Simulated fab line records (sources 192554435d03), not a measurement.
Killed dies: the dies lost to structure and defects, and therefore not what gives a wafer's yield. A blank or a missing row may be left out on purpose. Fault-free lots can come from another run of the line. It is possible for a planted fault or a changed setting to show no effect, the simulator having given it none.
What tool caused it? | flow n5-finfet | 9 lots, 27 wafers sampled, at 1 step of a route of 1938

## WHAT EACH GAUGE READ, for each wafer
N5_BEOL_M4_RC_MEAS_101.
lot  | measured     | on        | DIBL_N (mV/V)
L754 | day 9 00:14  | prober-02 | 38.4 39.5 36.4
L760 | day 10 08:57 | prober-01 | 35.2 35.3 36.4
L763 | day 11 00:41 | prober-02 | 33.4 33.7 36.6
L765 | day 11 09:40 | prober-02 | 38.2 36.9 35.5
L764 | day 11 11:49 | prober-01 | 34.2 34.2 35.0
L766 | day 12 04:37 | prober-01 | 35.8 36.1 36.9
L768 | day 12 11:53 | prober-01 | 35.1 35.1 37.1
L770 | day 13 01:37 | prober-01 | 36.5 37.5 34.7
L772 | day 13 14:24 | prober-02 | 37.5 38.3 38.3

## WHICH TOOL RAN EACH LOT (tool, then ch and the chambers of the sampled wafers, then the start)
The record shows no process step preceding these readings.

## THE ANSWER, worked out from the rows above alone
Rule: usual is defined by the lots themselves. The widest of any qualifying gaps counts: lots, ordered by their means at a reading, are off when they make up no more than a third of the lots, leave a main group of 4 or more, and stand apart from it by 3 or more times the standard deviation of that group's means. If all means in a main group match to the digits the tables above print for the reading, that group is not used. Also off: a lot with no number at a reading for which 4 or more lots have one. Where the step has rows for the other lots, those lots are counted as sound.
Nothing can be told from this: no lot is off at any reading shown.

## WHAT HAD BEEN PUT IN BY THE SIMULATOR
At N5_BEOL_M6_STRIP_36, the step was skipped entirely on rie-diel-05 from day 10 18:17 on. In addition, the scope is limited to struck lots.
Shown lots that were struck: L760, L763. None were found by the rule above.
